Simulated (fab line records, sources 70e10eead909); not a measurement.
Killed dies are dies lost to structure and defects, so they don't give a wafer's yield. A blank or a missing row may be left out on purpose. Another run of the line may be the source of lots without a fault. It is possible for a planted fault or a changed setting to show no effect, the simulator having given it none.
A lot that was struck, set against a sound lot    flow nand_harc    17 steps out of a route of 1302
Sound: the wafers L860.1, L860.3, L860.6. Struck: wafer L868.6 (left out: L868.1, a lot-mate that was not struck); the cause follows at the end.
For every step that has rows: the tool of each side, followed by ch and its chambers, followed by its first start. Under that, the readings that differ: sound wafers    struck wafers    difference of the means    sigmas: that difference in standard deviations of wafers without a fault.
alike: same words and numbers on both sides, and readings whose means sit less than 2 such deviations apart. not compared: any withheld reading, any reading some wafer has no value for, any bound like >300 that may hide the same value, and any number with overlapping values for which the record gives no deviation.
A row with sigmas, a row that says differs or no value, or rows on one side alone: a step with any of these is where the two part. When numbers do not overlap yet have no deviation, they are printed without sigmas and do not part them. A reading that every wafer of one side lacks parts them only if that side has two wafers or more.

NHARC_A_SGD_CUT_CD_MEAS_09 targets a cd of 100 nm.
  sound on cd_sem-03 ch 0, day 20 04:28; struck on cd_sem-03 ch 0, day 23 18:43
  alike: cd_nm
NHARC_A_SGD_CUT_OVL_MEAS_10:
  sound: overlay-02 at day 20 04:34; struck: overlay-01 at day 23 18:48
reading            sound           struck  difference  sigmas
overlay_x_nm (nm)  -2.2 -1.9 -2.4  1.5     +3.7        +4
  alike: overlay_y_nm
NHARC_A_SGD_CUT_INSPECT_11:
  sound: defect_inspect-02 at day 20 04:35; struck: defect_inspect-01 at day 23 18:50
  alike: raw_defect_count
NHARC_A_SGD_CUT_DESCUM_14: chemistry O2, time 3 s.
  sound on rie_diel-05 ch 0,3, day 20 04:40; struck on rie_diel-10 ch 0, day 23 18:55
  alike: drypump_motor_current_A, oes_product_au, rf_vpp_V, showerhead_plenum_p_Torr, throttle_valve_pct
  not compared: rf_hours_counter_h
then, 2 steps without rows for these wafers: NHARC_A_SGD_CUT_ETCH_58 (etches the open film in CF4, target depth 39 nm, time 65 s); NHARC_A_SGD_CUT_ETCH_59 (etches the open film in N2/H2, target depth 260 nm, time 406.25 s).
NHARC_A_SGD_CUT_ETCH_15: etches the open film in CH3F/O2, target depth 75 nm, time 64.3 s.
  sound: rie_diel-05 ch 0,1,3; struck: rie_diel-10 ch 2
  alike: drypump_motor_current_A, oes_product_au, rf_vpp_V, showerhead_plenum_p_Torr, throttle_valve_pct
  not compared: rf_hours_counter_h
NHARC_A_SGD_CUT_ETCH_16: etches the open film in C4F8/O2/Ar, target depth 310.5 nm, time 155.2 s.
  sound: rie_diel-05 ch 1,2,3; struck: rie_diel-10 ch 2
  alike: oes_product_au, rf_vpp_V
  not compared: rf_hours_counter_h
then, 1 step without rows for these wafers: NHARC_A_SGD_CUT_STRIP_60 (strips in C4F8/O2/Ar).
NHARC_A_SGD_CUT_STRIP_17: strips in O2.
  sound: rie_diel-05 ch 2,3; struck: rie_diel-10 ch 2
  alike: drypump_motor_current_A, oes_product_au, rf_vpp_V, showerhead_plenum_p_Torr, throttle_valve_pct
  not compared: rf_hours_counter_h
then, 2 steps without rows for these wafers: NHARC_A_SGD_CUT_PRECLEAN_18 (cleans in SC1); NHARC_A_SGD_CUT_SRD_19.
NHARC_A_SGD_CUT_DEP_20: deposits SiO2, target thk 150 nm.
  sound on fcvd-01 ch 0,1, day 20 05:46; struck on fcvd-02 ch 0,1, day 23 20:01
then, 1 step without rows for these wafers: NHARC_A_SGD_CUT_ANNEAL_27 (time 1800 s).
NHARC_A_SGD_CUT_CMP_21: polishes, target thk 148.19 nm.
  sound on cmp-04 ch 0,1,3, day 20 10:29; struck on cmp-02 ch 2, day 24 01:38
reading                 sound           struck  difference  sigmas
time_to_endpoint_s (s)  47.4 52.3 46.9  41.8    -7.1        -2
  alike: motor_current_A, slurry_filter_dp_kPa
NHARC_A_SGD_CUT_THK_MEAS_22: measures by ellipsometry.
  sound: film_metro-02 at day 20 10:41; struck: film_metro-01 at day 24 01:49
reading      sound              struck  difference  sigmas
thk_nm (nm)  150.5 149.5 146.7  136.4   -12.5       -9
following that, these wafers have no rows for 1 step: NHARC_A_SGD_CUT_SRD_23.

== WHERE THEY PART ==
Last at NHARC_A_SGD_CUT_THK_MEAS_22 as far as this record goes, first at NHARC_A_SGD_CUT_OVL_MEAS_10.

WHY: the cause the simulator had injected
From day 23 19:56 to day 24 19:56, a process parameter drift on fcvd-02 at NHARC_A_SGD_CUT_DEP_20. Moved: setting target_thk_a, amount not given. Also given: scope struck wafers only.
